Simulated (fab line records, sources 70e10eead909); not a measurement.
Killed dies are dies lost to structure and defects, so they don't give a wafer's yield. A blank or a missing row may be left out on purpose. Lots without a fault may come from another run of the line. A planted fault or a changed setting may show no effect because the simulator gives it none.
Chamber matching | flow nand_harc | NHARC_A_BONDPAD_STRIP_15 on rie_diel-13: 4 sister chambers
The step strips in O2. 16 wafers are shown with their chamber, then 8 later ones without.

WAFERS WITH THEIR CHAMBER
wafer  | chamber | drypump_motor_current_A (A) | throttle_valve_pct (%) | rf_vpp_V (V)
L654.1 | 0       | 5.62                        | 17.048                 | 57.3
L654.2 | 1       | 5.14                        | 17.047                 | 57.1
L654.5 | 0       | 5.61                        | 17.028                 | 56.4
L658.3 | 2       | 5.70                        | 17.042                 | 57.9
L658.5 | 0       | 5.62                        | 17.040                 | 58.2
L658.6 | 3       | 5.79                        | 17.027                 | 56.5
L656.2 | 3       | 5.78                        | 17.036                 | 58.0
L656.3 | 0       | 5.64                        | 17.041                 | 56.8
L656.4 | 1       | 5.13                        | 17.021                 | 57.9
L662.2 | 0       | 5.65                        | 17.027                 | 58.1
L662.4 | 3       | 5.80                        | 17.028                 | 58.5
L662.6 | 3       | 5.79                        | 17.032                 | 59.3
L668.1 | 2       | 5.69                        | 17.045                 | 58.5
L668.2 | 3       | 5.80                        | 17.035                 | 57.0
L668.4 | 1       | 5.12                        | 17.047                 | 57.5
L665.1 | 1       | 5.15                        | 17.013                 | 57.6

SIGNATURES (means of the wafers above)
reading                 | chamber 0 | chamber 1 | chamber 2 | chamber 3 | scatter within a chamber
drypump_motor_current_A | 5.6280    | 5.1350    | 5.6950    | 5.7920    | 0.0126
throttle_valve_pct      | 17.03680  | 17.03200  | 17.04350  | 17.03160  | 0.0105
rf_vpp_V                | 57.360    | 57.525    | 58.200    | 57.860    | 0.821
Rule: a wafer's distance from a chamber is the root of the sum, over the readings, of the square of ((its reading less the chamber's mean) divided by the reading's scatter). The wafer belongs to the nearest chamber; if the next one is less than 2 further off, it can't be placed. The scatter: the root of (the sum of the squares of (reading less its chamber's mean) over the shown wafers, divided by (wafers less chambers)).

WAFERS WITHOUT THEIR CHAMBER
wafer  | drypump_motor_current_A (A) | throttle_valve_pct (%) | rf_vpp_V (V)
L665.2 | 5.76                        | 17.029                 | 58.7
L665.4 | 5.68                        | 17.046                 | 57.2
L670.1 | 5.79                        | 17.049                 | 58.4
L670.3 | 5.14                        | 17.036                 | 56.9
L670.4 | 5.65                        | 17.030                 | 58.6
L673.3 | 5.13                        | 17.032                 | 57.6
L673.5 | 5.67                        | 17.024                 | 56.0
L673.6 | 5.12                        | 17.035                 | 58.0

WHICH CHAMBER EACH WENT THROUGH
wafer  | from the rows above     | in truth
L665.2 | 3                       | 3
L665.4 | 2                       | 2
L670.1 | 3                       | 3
L670.3 | 1                       | 1
L670.4 | can't be placed: 0 or 2 | 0
L673.3 | 1                       | 1
L673.5 | can't be placed: 2 or 0 | 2
L673.6 | 1                       | 1
Placed correctly: 6 of 8. Can't be placed from these rows: 2 (the true chamber is among the candidates in 2). Placed wrongly: 0.
